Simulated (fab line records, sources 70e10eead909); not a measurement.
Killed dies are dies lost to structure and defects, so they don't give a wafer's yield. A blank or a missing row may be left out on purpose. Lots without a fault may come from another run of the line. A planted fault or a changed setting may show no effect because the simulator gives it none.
fab line records | flow nand_harc
record lots=24 wafers=72 last_day=33
route steps=1302 shown A_SOURCE_PLATE@423 A_ONON_D1@425 A_CHANNEL_HOLE_D1@464
lots that met no fault: from a run of the same line without faults
start_h: hours from the record's first day to the start of the lot's first wafer shown | wait_h: hours since the lot's step before | " the same as in the row above | L1.1+2: a row that stands for several wafers | - no value, or no start given | * or withheld: withheld | < > ~ a bound
route shown NAME@n: a module of which the file shows steps, and the number in the route of the first | usual: mean/standard deviation of fault-free wafers | same: alike in all rows | chamber/n: place in a boat | sites: the reading at each site | _std_site: their standard deviation | _edge_site: outer sites' mean less inner sites' | radius_mm: how far each site lies from the wafer's centre | mask NAME#n: copy n | behind: the tool/chamber that last shaped the wafer | hold: why the lot was held/for how many hours/how that ended | device: the transistor (n, p or np) that didn't switch | end of line: the same wafers' tests at the end of the route | a step without rows: its recipe alone | killed: dies lost to structure and defects at the first sort, not the wafer's yield | map: a wafer's dies, x killed, . not, _ none there
set.NAME: the setting as run; set.NAME@STEP: as run at that earlier step | model.NAME: the simulator's own value behind a step, which no gauge read
steps of the route over a sample of lots; a table a step, a row a wafer
services: from which hour (start_h, from the record's first day; less than 0 if before it) a tool's chamber was out of use, for how many hours, and why
## steps
# step NHARC_A_SOURCE_PLATE_INSPECT_08
# usual raw_defect_count=64/28
# columns lot.wafer tool chamber start_h wait_h raw_defect_count
L074.1 defect_inspect-02 - 155.76 0.0 84
L074.5 " - " " 90
L074.6 " - " " 89
L076.1 defect_inspect-02 - 171.74 0.0 72
L076.3 " - " " 80
L076.6 " - " " 63
L075.3 defect_inspect-01 - 171.74 0.0 38
L075.4 " - " " 96
L075.6 " - " " 73
L077.3 defect_inspect-02 - 193.56 0.0 172
L077.4 " - " " 97
L077.6 " - " " 81
L078.1 defect_inspect-02 - 197.06 0.0 45
L078.2 " - " " 34
L078.6 " - " " 40
L079.2 defect_inspect-01 - 210.14 0.0 89
L079.3 " - " " 66
L079.6 " - " " 73
L080.1 defect_inspect-02 - 219.20 0.0 51
L080.2 " - " " 39
L080.4 " - " " 71
L081.3 defect_inspect-02 - 229.92 0.0 38
L081.5 " - " " 59
L081.6 " - " " 31
L082.3 defect_inspect-01 - 246.35 0.0 36
L082.5 " - " " 34
L082.6 " - " " 23
L083.2 defect_inspect-01 - 249.96 0.0 47
L083.3 " - " " 50
L083.4 " - " " 34
L084.3 defect_inspect-02 - 260.77 0.0 56
L084.5 " - " " 46
L084.6 " - " " 44
L085.1 defect_inspect-01 - 273.25 0.0 39
L085.2 " - " " 53
L085.6 " - " " 54
L086.4 defect_inspect-01 - 281.23 0.0 56
L086.5 " - " " 85
L086.6 " - " " 51
L087.1 defect_inspect-01 - 290.77 0.0 75
L087.4 " - " " 43
L087.6 " - " " 35
L089.3 defect_inspect-01 - 312.09 0.0 75
L089.5 " - " " 61
L089.6 " - " " 65
L088.1 defect_inspect-02 - 312.09 0.0 35
L088.2 " - " " 51
L088.3 " - " " 76
L090.3 defect_inspect-01 - 323.18 0.0 34
L090.4 " - " " 24
L090.6 " - " " 30
L091.1 defect_inspect-02 - 332.39 0.0 75
L091.3 " - " " 37
L091.5 " - " " 29
L092.3 defect_inspect-01 - 344.36 0.0 135
L092.4 " - " " 48
L092.6 " - " " 114
L093.3 defect_inspect-02 - 361.26 0.0 130
L093.4 " - " " 115
L093.5 " - " " 153
L094.1 defect_inspect-02 - 371.68 0.0 45
L094.2 " - " " 38
L094.5 " - " " 73
L095.4 defect_inspect-02 - 392.01 0.0 64
L095.5 " - " " 49
L095.6 " - " " 108
L096.2 defect_inspect-02 - 398.28 0.0 76
L096.3 " - " " 47
L096.5 " - " " 88
L097.3 defect_inspect-01 - 398.28 0.0 72
L097.4 " - " " 88
L097.5 " - " " 64
# step NHARC_A_ONON_D1_THK_MEAS_02
# recipe thk_meas_gauge=ellipsometry
# usual thk_nm=1002/6.5
# columns lot.wafer tool chamber start_h wait_h thk_nm
L074.1 film_metro-01 - 156.34 - 1001
L074.5 " - " " 1000
L074.6 " - " " 1001
L075.3 film_metro-01 - 172.31 - 1004
L075.4 " - " " 1004
L075.6 " - " " 1002
L076.1 film_metro-02 - 172.32 - 995
L076.3 " - " " 997
L076.6 " - " " 995
L077.3 film_metro-02 - 194.14 - 1006
L077.4 " - " " 1005
L077.6 " - " " 1005
L078.1 film_metro-02 - 197.63 - 998
L078.2 " - " " 997
L078.6 " - " " 997
L079.2 film_metro-01 - 210.71 - 994
L079.3 " - " " 993
L079.6 " - " " 995
L080.1 film_metro-02 - 219.79 - 1007
L080.2 " - " " 1007
L080.4 " - " " 1006
L081.3 film_metro-01 - 230.49 - 1006
L081.5 " - " " 1008
L081.6 " - " " 1007
L082.3 film_metro-02 - 246.92 - 998
L082.5 " - " " 999
L082.6 " - " " 999
L083.2 film_metro-01 - 250.54 - 997
L083.3 " - " " 996
L083.4 " - " " 998
L084.3 film_metro-01 - 261.34 - 996
L084.5 " - " " 996
L084.6 " - " " 998
L085.1 film_metro-01 - 273.83 - 1001
L085.2 " - " " 999
L085.6 " - " " 1002
L086.4 film_metro-01 - 281.81 - 1003
L086.5 " - " " 1004
L086.6 " - " " 1001
L087.1 film_metro-01 - 291.35 - 997
L087.4 " - " " 995
L087.6 " - " " 998
L088.1 film_metro-02 - 312.66 - 1000
L088.2 " - " " 997
L088.3 " - " " 998
L089.3 film_metro-01 - 312.67 - 995
L089.5 " - " " 995
L089.6 " - " " 994
L090.3 film_metro-02 - 323.91 - 1012
L090.4 " - " " 1012
L090.6 " - " " 1012
L091.1 film_metro-02 - 332.97 - 1022
L091.3 " - " " 1023
L091.5 " - " " 1024
L092.3 film_metro-02 - 344.93 - 999
L092.4 " - " " 997
L092.6 " - " " 998
L093.3 film_metro-01 - 361.83 - 999
L093.4 " - " " 997
L093.5 " - " " 997
L094.1 film_metro-01 - 372.28 - 998
L094.2 " - " " 998
L094.5 " - " " 998
L095.4 film_metro-02 - 392.59 - 1006
L095.5 " - " " 1005
L095.6 " - " " 1008
L096.2 film_metro-02 - 398.85 - 1005
L096.3 " - " " 1007
L096.5 " - " " 1005
L097.3 film_metro-01 - 398.86 - 1004
L097.4 " - " " 1004
L097.5 " - " " 1002
# step NHARC_A_CHANNEL_HOLE_D1_INSPECT_12
# usual raw_defect_count=7/3.3
# columns lot.wafer tool chamber start_h wait_h raw_defect_count
L074.1 defect_inspect-02 - 173.37 0.0 7
L074.5 " - " " 2
L074.6 " - " " 4
L076.1 defect_inspect-01 - 188.81 0.0 12
L076.3 " - " " 11
L076.6 " - " " 9
L075.3 defect_inspect-02 - 189.32 0.0 5
L075.4 " - " " 10
L075.6 " - " " 7
L077.3 defect_inspect-01 - 210.24 0.0 18
L077.4 " - " " 6
L077.6 " - " " 5
L078.1 defect_inspect-02 - 210.60 0.0 8
L078.2 " - " " 5
L078.6 " - " " 5
L079.2 defect_inspect-01 - 226.64 0.0 7
L079.3 " - " " 11
L079.6 " - " " 7
L080.1 defect_inspect-01 - 240.27 0.0 2
L080.2 " - " " 4
L080.4 " - " " 9
L081.3 defect_inspect-01 - 246.97 0.0 8
L081.5 " - " " 4
L081.6 " - " " 3
L082.3 defect_inspect-02 - 264.03 0.0 4
L082.5 " - " " 3
L082.6 " - " " 1
L083.2 defect_inspect-01 - 270.54 0.0 4
L083.3 " - " " 4
L083.4 " - " " 4
L084.3 defect_inspect-02 - 276.92 0.0 3
L084.5 " - " " 5
L084.6 " - " " 5
L085.1 defect_inspect-01 - 290.47 0.0 2
L085.2 " - " " 6
L085.6 " - " " 6
L086.4 defect_inspect-01 - 299.34 0.0 8
L086.5 " - " " 11
L086.6 " - " " 11
L087.1 defect_inspect-02 - 314.04 0.0 11
L087.4 " - " " 3
L087.6 " - " " 4
L088.1 defect_inspect-01 - 330.50 0.0 6
L088.2 " - " " 5
L088.3 " - " " 8
L089.3 defect_inspect-02 - 331.24 0.0 6
L089.5 " - " " 6
L089.6 " - " " 7
L090.3 defect_inspect-01 - 339.47 0.0 2
L090.4 " - " " 3
L090.6 " - " " 3
L091.1 defect_inspect-02 - 351.52 0.0 6
L091.3 " - " " 2
L091.5 " - " " 2
L092.3 defect_inspect-02 - 361.13 0.0 14
L092.4 " - " " 2
L092.6 " - " " 7
L093.3 defect_inspect-02 - 382.41 0.0 15
L093.4 " - " " 11
L093.5 " - " " 17
L094.1 defect_inspect-01 - 391.43 0.0 9
L094.2 " - " " 7
L094.5 " - " " 7
L095.4 defect_inspect-02 - 411.30 0.0 9
L095.5 " - " " 8
L095.6 " - " " 8
L096.2 defect_inspect-01 - 414.43 0.0 6
L096.3 " - " " 3
L096.5 " - " " 9
L097.3 defect_inspect-01 - 414.73 0.0 8
L097.4 " - " " 10
L097.5 " - " " 4
# step NHARC_A_CHANNEL_HOLE_D1_ETCH_19
# recipe bias_v=1200 source_w=2500 pressure_mtorr=15 time_s=34.5 ar_flow_sccm=375 c4f8_flow_sccm=28.8 o2_flow_sccm=96.2 temp_c=-20 target_depth_a=* chemistry=C4F8/O2/Ar
# usual drypump_motor_current_A=6.0/0.61 showerhead_plenum_p_Torr=3.72/0.14 temp_c=-20.01/0.11 throttle_valve_pct=37.037/0.0087
# columns lot.wafer tool chamber start_h wait_h drypump_motor_current_A rf_hours_counter_h showerhead_plenum_p_Torr temp_c throttle_valve_pct
L074.1 har_etch-02 1 174.64 0.1 6.7 295 3.77 -20.15 37.040
L074.5 " 1 " " 6.7 - 3.77 -20.15 37.047
L074.6 " 0 " " 6.1 - 3.46 -20.00 37.028
L075.4 har_etch-01 0 190.59 0.1 6.0 - 3.78 -19.95 37.040
L075.3 " 1 " " 5.0 - 3.78 -19.75 37.028
L075.6 " 1 " " 5.0 - 3.78 -19.95 37.024
L076.1 har_etch-02 0 191.04 0.1 6.1 306 3.45 -19.89 37.030
L076.3 " 1 " " 6.7 - 3.76 -19.80 37.026
L076.6 " 0 " " 6.1 - 3.45 -19.94 37.043
L077.4 har_etch-01 0 214.13 2.2 6.0 - 3.77 -20.05 37.048
L077.3 " 1 " " 5.0 - 3.77 -20.02 37.051
L077.6 " 0 " " 6.0 - 3.77 -20.04 37.036
L078.1 har_etch-02 0 218.02 5.4 6.1 318 3.45 -19.84 37.022
L078.2 " 1 " " 6.7 318 3.75 -19.87 37.039
L078.6 " 0 " " 6.1 - 3.45 -19.89 37.049
L079.2 har_etch-02 1 228.10 0.1 6.7 325 3.75 -20.01 37.043
L079.3 " 0 " " 6.1 - 3.44 -20.00 37.049
L079.6 " 0 " " 6.1 - 3.44 -20.22 37.034
L080.2 har_etch-02 0 241.51 0.1 6.1 333 3.44 -19.93 37.031
L080.1 " 1 " " 6.8 333 3.74 -20.01 37.042
L080.4 " 0 " " 6.1 - 3.44 -20.01 37.021
L081.3 har_etch-01 1 248.24 0.1 5.0 - 3.76 -19.99 37.030
L081.6 " 1 " " 5.1 - 3.76 -20.11 37.036
L081.5 " 0 " " 6.0 - 3.76 -19.94 37.047
L082.3 har_etch-01 1 265.31 0.1 5.0 - 3.76 -20.03 37.027
L082.6 " 1 " " 5.0 - 3.75 -19.94 37.036
L082.5 " 0 " " 6.0 - 3.76 -19.80 37.052
L083.2 har_etch-02 1 271.77 0.1 6.7 348 3.74 -20.27 37.036
L083.3 " 1 " " 6.7 - 3.74 -20.04 37.025
L083.4 " 0 " " 6.1 - 3.43 -20.01 37.019
L084.3 har_etch-02 0 279.83 1.7 6.1 - 3.42 -20.08 37.019
L084.5 " 1 " " 6.8 - 3.73 -19.94 37.044
L084.6 " 0 " " 6.1 - 3.43 -19.96 37.040
L085.2 har_etch-01 1 291.75 0.1 5.0 145 3.75 -20.03 37.033
L085.1 " 0 " " 6.0 145 3.75 -19.91 37.059
L085.6 " 0 " " 6.0 - 3.75 -20.00 37.040
L086.4 har_etch-02 1 301.53 1.0 6.7 - 3.72 -19.84 37.041
L086.5 " 1 " " 6.7 - 3.72 -20.09 37.034
L086.6 " 1 " " 6.7 - 3.72 -19.97 37.042
L087.1 har_etch-01 0 317.25 1.9 5.9 164 3.74 -20.15 37.038
L087.4 " 1 " " 5.1 - 3.74 -20.06 37.045
L087.6 " 1 " " 5.0 - 3.74 -20.10 37.018
L088.1 har_etch-02 1 331.74 0.1 6.7 390 3.71 -19.87 37.047
L088.2 " 0 " " 6.1 367 3.98 -19.97 37.025
L088.3 " 1 " " 6.7 - 3.71 -19.76 37.040
L089.3 har_etch-01 1 332.95 0.5 5.0 - 3.73 -19.98 37.035
L089.6 " 0 " " 6.0 - 3.73 -20.16 37.036
L089.5 " 1 " " 5.0 - 3.73 -20.04 37.039
L090.3 har_etch-01 1 340.75 0.1 5.1 - 3.73 -19.98 37.024
L090.4 " 0 " " 6.0 - 3.73 -19.92 37.040
L090.6 " 1 " " 5.0 - 3.73 -20.04 37.037
L091.1 har_etch-02 0 355.55 2.9 6.1 383 3.97 -19.99 37.049
L091.3 " 1 " " 6.7 - 3.70 -20.01 37.038
L091.5 " 1 " " 6.7 - 3.70 -19.91 37.045
L092.3 har_etch-02 0 362.41 0.1 6.1 - 3.97 -20.28 37.028
L092.4 " 1 " " 6.7 - 3.70 -19.83 37.043
L092.6 " 0 " " 6.1 - 3.97 -20.16 37.030
L093.4 har_etch-01 0 383.68 0.1 6.0 - 3.72 -20.07 37.041
L093.3 " 1 " " 5.0 - 3.72 -19.93 37.030
L093.5 " 0 " " 6.0 - 3.72 -19.92 37.053
L094.2 har_etch-02 0 398.64 6.0 6.0 4 3.97 -20.13 37.037
L094.1 " 1 " " 6.7 4 3.69 -19.97 37.034
L094.5 " 0 " " 6.1 - 3.97 -20.17 37.045
L095.4 har_etch-01 1 412.58 0.1 5.0 - 3.71 -20.02 37.042
L095.6 " 1 " " 5.0 - 3.71 -20.12 37.018
L095.5 " 0 " " 5.9 - 3.70 -20.05 37.034
L096.2 har_etch-02 1 415.68 0.1 6.7 15 3.69 -19.94 37.033
L096.3 " 0 " " 6.1 - 3.96 -19.95 37.024
L096.5 " 1 " " 6.7 - 3.69 -19.98 37.033
L097.3 har_etch-01 0 416.73 0.6 6.0 - 3.70 -19.94 37.042
L097.4 " 1 " " 5.0 - 3.70 -20.10 37.039
L097.5 " 0 " " 6.0 - 3.70 -19.90 37.041
# step NHARC_A_CHANNEL_HOLE_D1_ETCH_23
# recipe bias_v=5000 source_w=withheld pressure_mtorr=20 time_s=819 ar_flow_sccm=375 c4f8_flow_sccm=89.3 o2_flow_sccm=35.7 temp_c=-20 target_depth_a=16000 chemistry=C4F8/O2/Ar
# usual drypump_motor_current_A=6.0/0.6 showerhead_plenum_p_Torr=3.67/0.13 temp_c=-20.01/0.11 throttle_valve_pct=32.156/0.0083
# columns lot.wafer tool chamber start_h wait_h drypump_motor_current_A rf_hours_counter_h showerhead_plenum_p_Torr temp_c throttle_valve_pct
L074.1 har_etch-02 1 176.08 0.5 6.7 296 3.72 -20.10 32.165
L074.5 " 1 " " 6.7 - 3.72 -20.14 32.162
L074.6 " 0 " " 6.1 - 3.43 -20.02 32.163
L075.4 har_etch-01 0 192.23 0.5 6.0 - 3.73 -20.11 32.168
L075.3 " 1 " " 5.0 - 3.73 -20.08 32.141
L075.6 " 1 " " 5.0 - 3.73 -20.12 32.165
L076.1 har_etch-02 0 192.46 0.5 6.0 308 3.42 -19.97 32.148
L076.3 " 1 " " 6.7 - 3.72 -19.90 32.160
L076.6 " 0 " " 6.1 - 3.42 -19.98 32.151
L077.4 har_etch-01 0 215.76 0.5 6.0 - 3.73 -19.85 32.149
L077.3 " 1 " " 5.1 - 3.73 -20.10 32.164
L077.6 " 0 " " 6.0 - 3.73 -20.02 32.152
L078.1 har_etch-02 0 219.47 0.5 6.1 319 3.41 -20.00 32.152
L078.2 " 1 " " 6.7 319 3.71 -20.36 32.161
L078.6 " 0 " " 6.1 - 3.41 -19.99 32.158
L079.2 har_etch-02 1 229.62 0.5 6.7 327 3.70 -20.09 32.149
L079.3 " 0 " " 6.1 - 3.41 -20.00 32.146
L079.6 " 0 " " 6.1 - 3.41 -20.07 32.139
L080.2 har_etch-02 0 242.94 0.5 6.1 335 3.41 -19.81 32.158
L080.1 " 1 " " 6.7 335 3.70 -20.11 32.154
L080.4 " 0 " " 6.1 - 3.41 -19.88 32.143
L081.3 har_etch-01 1 249.88 0.5 5.0 - 3.72 -19.99 32.151
L081.6 " 1 " " 5.0 - 3.72 -19.95 32.154
L081.5 " 0 " " 6.0 - 3.72 -20.11 32.152
L082.3 har_etch-01 1 266.92 0.5 5.1 - 3.71 -19.99 32.162
L082.6 " 1 " " 5.0 - 3.71 -19.87 32.159
L082.5 " 0 " " 6.0 - 3.71 -20.02 32.155
L083.2 har_etch-02 1 273.22 0.5 6.7 350 3.69 -19.89 32.168
L083.3 " 1 " " 6.7 - 3.69 -20.15 32.153
L083.4 " 0 " " 6.1 - 3.40 -20.03 32.160
L084.3 har_etch-02 0 281.55 0.5 6.1 - 3.39 -20.13 32.155
L084.5 " 1 " " 6.7 - 3.69 -19.92 32.171
L084.6 " 0 " " 6.1 - 3.39 -19.91 32.158
L085.2 har_etch-01 1 293.17 0.5 5.0 147 3.70 -19.93 32.176
L085.1 " 0 " " 6.0 147 3.70 -20.02 32.154
L085.6 " 0 " " 6.0 - 3.70 -19.92 32.159
L086.4 har_etch-02 1 304.98 1.1 6.7 - 3.68 -19.93 32.156
L086.5 " 1 " " 6.7 - 3.68 -19.73 32.157
L086.6 " 1 " " 6.7 - 3.68 -19.99 32.155
L087.1 har_etch-01 0 318.80 0.5 6.0 166 3.69 -19.80 32.148
L087.4 " 1 " " 5.0 - 3.69 -20.02 32.166
L087.6 " 1 " " 5.0 - 3.69 -20.12 32.157
L088.1 har_etch-02 1 333.19 0.5 6.7 391 3.67 -20.02 32.144
L088.2 " 0 " " 6.1 369 3.93 -20.07 32.156
L088.3 " 1 " " 6.7 - 3.67 -20.13 32.153
L089.3 har_etch-01 1 334.67 0.5 5.0 - 3.69 -19.85 32.163
L089.6 " 0 " " 6.0 - 3.69 -19.80 32.145
L089.5 " 1 " " 5.1 - 3.69 -19.81 32.158
L090.3 har_etch-01 1 342.39 0.5 5.0 - 3.69 -20.20 32.157
L090.4 " 0 " " 6.0 - 3.69 -20.04 32.148
L090.6 " 1 " " 5.0 - 3.69 -20.17 32.153
L091.1 har_etch-02 0 357.09 0.5 6.1 384 3.92 -20.08 32.142
L091.3 " 1 " " 6.7 - 3.66 -20.04 32.159
L091.5 " 1 " " 6.7 - 3.66 -20.03 32.160
L092.3 har_etch-02 0 364.03 0.5 6.0 - 3.92 -20.08 32.163
L092.4 " 1 " " 6.7 - 3.66 -19.95 32.143
L092.6 " 0 " " 6.1 - 3.92 -20.01 32.159
L093.4 har_etch-01 0 385.33 0.5 6.0 - 3.68 -20.04 32.152
L093.3 " 1 " " 5.0 - 3.68 -20.15 32.142
L093.5 " 0 " " 6.0 - 3.68 -20.20 32.153
L094.2 har_etch-02 0 400.08 0.5 6.1 5 3.91 -19.92 32.164
L094.1 " 1 " " 6.7 5 3.65 -20.01 32.142
L094.5 " 0 " " 6.1 - 3.91 -20.10 32.164
L095.4 har_etch-01 1 414.20 0.5 5.0 - 3.66 -20.04 32.167
L095.6 " 1 " " 5.0 - 3.66 -20.07 32.169
L095.5 " 0 " " 6.0 - 3.66 -20.09 32.137
L096.2 har_etch-02 1 417.12 0.5 6.7 17 3.65 -19.98 32.151
L096.3 " 0 " " 6.1 - 3.91 -19.81 32.153
L096.5 " 1 " " 6.7 - 3.65 -19.95 32.154
L097.3 har_etch-01 0 418.37 0.5 6.0 - 3.66 -19.91 32.152
L097.4 " 1 " " 5.0 - 3.66 -19.92 32.167
L097.5 " 0 " " 6.0 - 3.66 -19.99 32.162
# step NHARC_A_CHANNEL_HOLE_D1_CD_MEAS_30
# usual cd_nm=90.5/1.2
# columns lot.wafer tool chamber start_h wait_h cd_nm
L074.1 cd_sem-03 - 180.17 - 89.1
L074.5 " - " " 92.0
L074.6 " - " " 89.8
L075.3 cd_sem-03 - 196.09 - 89.9
L075.4 " - " " 89.3
L075.6 " - " " 87.9
L076.1 cd_sem-02 - 196.54 - 87.7
L076.3 " - " " 90.8
L076.6 " - " " 88.0
L077.3 cd_sem-02 - 219.60 - 92.0
L077.4 " - " " 92.7
L077.6 " - " " 89.0
L078.1 cd_sem-02 - 223.53 - 92.4
L078.2 " - " " 93.5
L078.6 " - " " 90.3
L079.2 cd_sem-02 - 233.58 - 93.6
L079.3 " - " " 89.6
L079.6 " - " " 90.3
L080.1 cd_sem-03 - 247.02 - 91.2
L080.2 " - " " 92.5
L080.4 " - " " 89.1
L081.3 cd_sem-02 - 253.88 - 90.5
L081.5 " - " " 90.1
L081.6 " - " " 90.5
L082.3 cd_sem-02 - 270.80 - 90.7
L082.5 " - " " 90.8
L082.6 " - " " 91.5
L083.2 cd_sem-03 - 277.30 - 90.2
L083.3 " - " " 91.2
L083.4 " - " " 89.9
L084.3 cd_sem-03 - 285.30 - 90.5
L084.5 " - " " 91.6
L084.6 " - " " 88.2
L085.1 cd_sem-03 - 297.26 - 87.3
L085.2 " - " " 90.5
L085.6 " - " " 89.6
L086.4 cd_sem-02 - 311.10 - 89.1
L086.5 " - " " 89.7
L086.6 " - " " 89.7
L087.1 cd_sem-02 - 322.92 - 90.3
L087.4 " - " " 90.2
L087.6 " - " " 91.4
L088.1 cd_sem-02 - 337.23 - 91.6
L088.2 " - " " 92.8
L088.3 " - " " 91.9
L089.3 cd_sem-01 - 338.40 - 91.2
L089.5 " - " " 90.7
L089.6 " - " " 90.2
L090.3 cd_sem-01 - 346.25 - 90.0
L090.4 " - " " 89.7
L090.6 " - " " 90.3
L091.1 cd_sem-01 - 361.07 - 89.5
L091.3 " - " " 92.3
L091.5 " - " " 91.2
L092.3 cd_sem-03 - 367.91 - 89.6
L092.4 " - " " 90.8
L092.6 " - " " 89.8
L093.3 cd_sem-03 - 389.19 - 90.3
L093.4 " - " " 90.4
L093.5 " - " " 91.3
L094.1 cd_sem-03 - 404.19 - 89.8
L094.2 " - " " 91.1
L094.5 " - " " 90.9
L095.4 cd_sem-03 - 418.05 - 91.5
L095.5 " - " " 91.4
L095.6 " - " " 90.8
L096.2 cd_sem-03 - 421.23 - 90.5
L096.3 " - " " 92.3
L096.5 " - " " 90.1
L097.3 cd_sem-03 - 422.22 - 90.8
L097.4 " - " " 91.7
L097.5 " - " " 91.3
## services
# columns tool chamber start_h hours kind
har_etch-01 - 160.39 2.9 repair
har_etch-01 - 223.93 0.5 repair
har_etch-02 0 293.82 - consumable_replace:showerhead
har_etch-02 0 293.82 17.0 scheduled_down
har_etch-02 0 293.82 17.0 vent_cycle
har_etch-02 - 377.84 17.0 pm
har_etch-02 0 377.84 17.0 vent_cycle
har_etch-02 1 377.84 17.0 vent_cycle
har_etch-02 0 394.84 - clean
har_etch-02 0 394.84 - consumable_replace:focus_ring
har_etch-02 1 394.84 - clean
har_etch-02 1 394.84 - consumable_replace:esc
har_etch-02 1 394.84 - consumable_replace:focus_ring
## key
fault none
